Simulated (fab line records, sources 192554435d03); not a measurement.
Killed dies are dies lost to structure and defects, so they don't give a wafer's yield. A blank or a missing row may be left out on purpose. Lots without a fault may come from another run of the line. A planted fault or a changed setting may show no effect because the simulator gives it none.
A struck lot beside a sound one | flow n5_finfet | 20 steps out of a route of 1938
Sound: wafers L836.2, L836.4, L836.6. Struck: wafer L823.2. (L823.1 of the same lot was not struck and is left out.) The cause comes at the end.
At each step with rows: each side's tool, then ch and its chambers, then its first start. Under that, the readings that differ: sound wafers | struck wafers | difference of the means | sigmas: that difference in standard deviations of wafers without a fault.
alike: readings whose means differ by less than 2 such deviations, and words and numbers that are the same on both sides. not compared: withheld readings, readings that some wafer has no value for, bounds like >300 that may hide the same value, and numbers for which the record gives no deviation and whose values overlap.
The two part at a step that has a row with sigmas, a row that says differs or no value, or rows on one side only. Numbers that don't overlap but have no deviation are shown without sigmas and don't part them. A reading that every wafer of one side lacks parts them only if that side has two wafers or more.

N5_WELL_APT_CD_MEAS_08: target cd 200 nm.
  sound on cd_sem-01 ch 0, day 5 13:41; struck on cd_sem-02 ch 0, day 2 07:34
  reading    | sound       | struck | difference | sigmas
  cd_nm (nm) | 204 204 205 | 197    | -7         | -2
N5_WELL_APT_OVL_MEAS_09:
  sound on overlay-01 ch 0, day 5 13:43; struck on overlay-01 ch 0, day 2 07:35
  alike: NWELL_OVL
N5_WELL_APT_INSPECT_10: inspects for defects (macro).
  sound on defect_inspect-02, day 5 13:44; struck on defect_inspect-01, day 2 07:37
  alike: raw_defect_count
N5_WELL_APT_DESCUM_13: chemistry O2, time 7.9 s.
  sound on rie_diel-01 ch 0,1,2, day 5 13:46; struck on rie_diel-01 ch 0, day 2 07:38
  alike: drypump_motor_current_A, oes_product_au, rf_vpp_V, showerhead_plenum_p_Torr, throttle_valve_pct
  not compared: rf_hours_counter_h
then, 8 steps without rows for these wafers: N5_WELL_APT_IMPLANT_14; N5_WELL_APT_IMPLANT_15; N5_WELL_APT_STRIP_16 (strips in SPM, time 900 s); N5_WELL_APT_HMDS_18 (time 60 s); N5_WELL_APT_COAT_19 (resist thk 950 nm); N5_WELL_APT_EBR_21; N5_WELL_APT_SOFTBAKE_20 (time 60 s); N5_WELL_APT_EXPOSE_22 (exposes mask PWELL, defocus 0 nm, target cd 200 nm).
N5_WELL_APT_PEB_23: peb time 90 s.
  sound on litho_track-02 ch 0, day 5 14:41; struck on litho_track-05 ch 0, day 2 08:41
then, 2 steps without rows for these wafers: N5_WELL_APT_DEVELOP_24 (develop time 45 s); N5_WELL_APT_HARDBAKE_29 (time 120 s).
N5_WELL_APT_CD_MEAS_25: target cd 200 nm.
  sound on cd_sem-01 ch 0, day 5 14:49; struck on cd_sem-02 ch 0, day 2 08:48
  alike: cd_nm
N5_WELL_APT_OVL_MEAS_26:
  sound on overlay-02 ch 0, day 5 14:50; struck on overlay-02 ch 0, day 2 08:50
  alike: PWELL_OVL
N5_WELL_APT_INSPECT_27: inspects for defects (macro).
  sound on defect_inspect-01, day 5 14:52; struck on defect_inspect-02, day 2 08:52
  alike: raw_defect_count
N5_WELL_APT_DESCUM_30: chemistry O2, time 7.9 s.
  sound on rie_diel-04 ch 0,1,3, day 5 14:56; struck on rie_diel-01 ch 1, day 2 08:56
  reading                   | sound             | struck | difference | sigmas
  throttle_valve_pct (%)    | 20.23 20.16 20.44 | 21.12  | +0.84      | +4
  model.WELL_APT.cd_nm (nm) | 204.5 200.4 201.4 | 207.8  | +5.7       |
  alike: drypump_motor_current_A, oes_product_au, rf_vpp_V, showerhead_plenum_p_Torr
  not compared: rf_hours_counter_h
then, 1 step without rows for these wafers: N5_WELL_APT_IMPLANT_31.

WHERE THEY PART
First at N5_WELL_APT_CD_MEAS_08; last, within this record, at N5_WELL_APT_DESCUM_30.

WHY: what the simulator had put in
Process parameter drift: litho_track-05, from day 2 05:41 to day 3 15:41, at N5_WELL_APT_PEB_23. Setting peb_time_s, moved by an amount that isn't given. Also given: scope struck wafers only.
